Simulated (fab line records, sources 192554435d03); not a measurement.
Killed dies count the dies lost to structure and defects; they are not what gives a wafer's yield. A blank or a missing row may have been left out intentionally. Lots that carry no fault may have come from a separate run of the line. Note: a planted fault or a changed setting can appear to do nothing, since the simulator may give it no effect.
Comparing a struck lot with a sound one | flow n5-finfet | 20 steps out of a route of 1938
Sound: these wafers, L108.2, L108.4, L108.6. Struck: wafers L100.1, L100.2, L100.3. The cause comes at the end.
Order at every step that has rows: each side's tool, ch and its chambers, its first start. Under that, the readings that differ: sound wafers | struck wafers | difference of the means | sigmas: that difference in standard deviations of wafers without a fault.
alike: a reading whose means differ by less than 2 such deviations, as well as words and numbers matching on both sides. not compared: withheld readings; readings where some wafer has no value; bounds like >300 that might hide an equal value; numbers whose values overlap and for which the record gives no deviation.
A row with sigmas, a row that says differs or no value, or rows on one side alone: a step with any of these is where the two part. Numbers that have no deviation but don't overlap get no sigmas and don't part them. Lack of a reading on every wafer of one side parts them only where that side has two or more wafers.

first, 8 steps without rows for these wafers: N5_BEOL_M8_DESCUM_16 (chemistry O2, time 7.9 s); N5_BEOL_M8_ETCH_61 (etches SiARC in CF4, target depth 45.5 nm, time 75.8 s); N5_BEOL_M8_ETCH_62 (etches SOC in N2/H2, target depth 110 nm, overetch 22 nm, time 165 s); N5_BEOL_M8_STRIP_68 (strips in N2/H2); N5_BEOL_M8_STRIP_67 (strips in CF4); N5_BEOL_M8_HM_OPEN_17 (chemistry Cl2/BCl3, target TiN, target depth 20 nm, overetch 6 nm); N5_BEOL_M8_STRIP_19 (strips in O2); N5_BEOL_M8_COAT_63 (time 60 s, resist thk 60 nm).
N5_BEOL_M8_COAT_64: time 60 s, resist thk 12 nm.
  sound on litho-track-05 ch 0, day 15 16:22; struck on litho-track-01 ch 0, day 13 04:53
  reading              | sound                | struck               | difference | sigmas
  spin-speed-rpm (rpm) | 1501.3 1500.6 1500.7 | 1455.2 1457.4 1456.4 | -44.5      | -45
  alike: chill-plate-temp-C
then, 9 steps without rows for these wafers: N5_BEOL_M8_COAT_71 (time 60 s, resist thk 5 nm); N5_BEOL_M8_COAT_22 (resist thk 30 nm); N5_BEOL_M8_EBR_24; N5_BEOL_M8_SOFTBAKE_23 (time 60 s); N5_BEOL_M8_EXPOSE_25 (exposes mask V7, target cd 40 nm); N5_BEOL_M8_PEB_26 (peb time 60 s); N5_BEOL_M8_DEVELOP_27 (develop time 30 s); N5_BEOL_M8_DESCUM_33 (chemistry O2, time 7 s); N5_BEOL_M8_ETCH_72 (etches underlayer in N2/H2, target depth 6.5 nm, time 5.2 s).
N5_BEOL_M8_ETCH_65: etches SiARC in CF4, target depth 15.6 nm, time 26 s.
  sound on rie-diel-06 ch 1,2,3, day 15 17:20; struck on rie-diel-06 ch 0,1,2, day 13 05:19
  reading                  | sound          | struck            | difference | sigmas
  model.etch.depth-nm (nm) | 12 11.98 11.95 | 12.26 12.24 12.23 | +0.27      |
  alike: bias-w, drypump-motor-current-A, etch-rf-on-time-s, oes-product-au, rf-vpp-V, showerhead-plenum-p-Torr, throttle-valve-pct
  not compared: rf-hours-counter-h
then, 1 step without rows for these wafers: N5_BEOL_M8_ETCH_66 (etches SOC in N2/H2, target depth 80 nm, overetch 16 nm, time 120 s).

WHERE THEY PART
Only at N5_BEOL_M8_COAT_64, within this record. Later steps at which nothing parts them and some readings are alike: N5_BEOL_M8_ETCH_65.

WHY: whatever the simulator had introduced
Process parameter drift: litho-track-01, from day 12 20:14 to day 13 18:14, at N5_BEOL_M8_COAT_64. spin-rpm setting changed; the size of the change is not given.
